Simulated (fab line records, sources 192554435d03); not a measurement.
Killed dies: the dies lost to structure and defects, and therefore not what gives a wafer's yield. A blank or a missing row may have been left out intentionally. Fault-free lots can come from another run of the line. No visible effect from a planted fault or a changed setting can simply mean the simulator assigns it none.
Which tool is to blame? || flow n5_finfet || 6 lots, 18 wafers sampled, at 3 steps of a route of 1938

WHAT THE GAUGES READ, wafer by wafer
N5_PASSIVATION_OVL_MEAS_60.
{"lot": "L843", "measured": "day 12 23:43", "on": "overlay-01", "TV_OVL (nm)": "4 8 6"}
{"lot": "L844", "measured": "day 14 00:25", "on": "overlay-02", "TV_OVL (nm)": "-2 -5 0"}
{"lot": "L849", "measured": "day 14 12:20", "on": "overlay-01", "TV_OVL (nm)": "4 8 13"}
{"lot": "L850", "measured": "day 14 22:41", "on": "overlay-01", "TV_OVL (nm)": "1 3 6"}
{"lot": "L855", "measured": "day 15 23:56", "on": "overlay-02", "TV_OVL (nm)": "1 -3 1"}
{"lot": "L861", "measured": "day 17 08:27", "on": "overlay-02", "TV_OVL (nm)": "1 -6 -4"}

EACH LOT AND THE TOOL THAT RAN IT (in order: tool; ch and the chambers of the sampled wafers; start)
{"lot": "L843", "N5_BEOL_M13_ECD_47": "ecd_cu-02 ch 0,1, day 12 01:20", "N5_MIM_BOT_SPUTTER_00": "pvd_sputter-01, day 12 18:25"}
{"lot": "L844", "N5_BEOL_M13_ECD_47": "ecd_cu-02 ch 0,1, day 13 02:56", "N5_MIM_BOT_SPUTTER_00": "pvd_sputter-03, day 13 18:05"}
{"lot": "L849", "N5_BEOL_M13_ECD_47": "ecd_cu-02 ch 0,1, day 13 18:44", "N5_MIM_BOT_SPUTTER_00": "pvd_sputter-02, day 14 07:16"}
{"lot": "L850", "N5_BEOL_M13_ECD_47": "ecd_cu-02 ch 0,1, day 14 03:22", "N5_MIM_BOT_SPUTTER_00": "pvd_sputter-02, day 14 16:19"}
{"lot": "L855", "N5_BEOL_M13_ECD_47": "ecd_cu-02 ch 0,1, day 15 03:22", "N5_MIM_BOT_SPUTTER_00": "pvd_sputter-02, day 15 19:23"}
{"lot": "L861", "N5_BEOL_M13_ECD_47": "ecd_cu-01 ch 0,1, day 16 09:45", "N5_MIM_BOT_SPUTTER_00": "pvd_sputter-03, day 17 02:05"}
- N5_BEOL_M13_ECD_47: material Cu, target thk 936 nm.
- N5_MIM_BOT_SPUTTER_00: material TiN, target thk 35 nm, time 89.7 s.

THE ANSWER, worked out from the rows above alone
Rule: the usual values come from the lots themselves. Put in order of their means at a reading, lots are off if they are a third of the lots or fewer, leave a main group of 4 or more, and stand apart from it by a gap of 3 or more times the standard deviation of the main group's means; of several such gaps the widest counts. A main group whose means are all the same, to the digits that the tables above print for the reading, isn't used. A lot without any number at a reading at which 4 lots or more have one is off too. Where the step has rows for the other lots, those lots are counted as sound.
Across all readings shown, no lot is off: no conclusion can be drawn from this.

WHAT THE SIMULATOR HAD INSERTED
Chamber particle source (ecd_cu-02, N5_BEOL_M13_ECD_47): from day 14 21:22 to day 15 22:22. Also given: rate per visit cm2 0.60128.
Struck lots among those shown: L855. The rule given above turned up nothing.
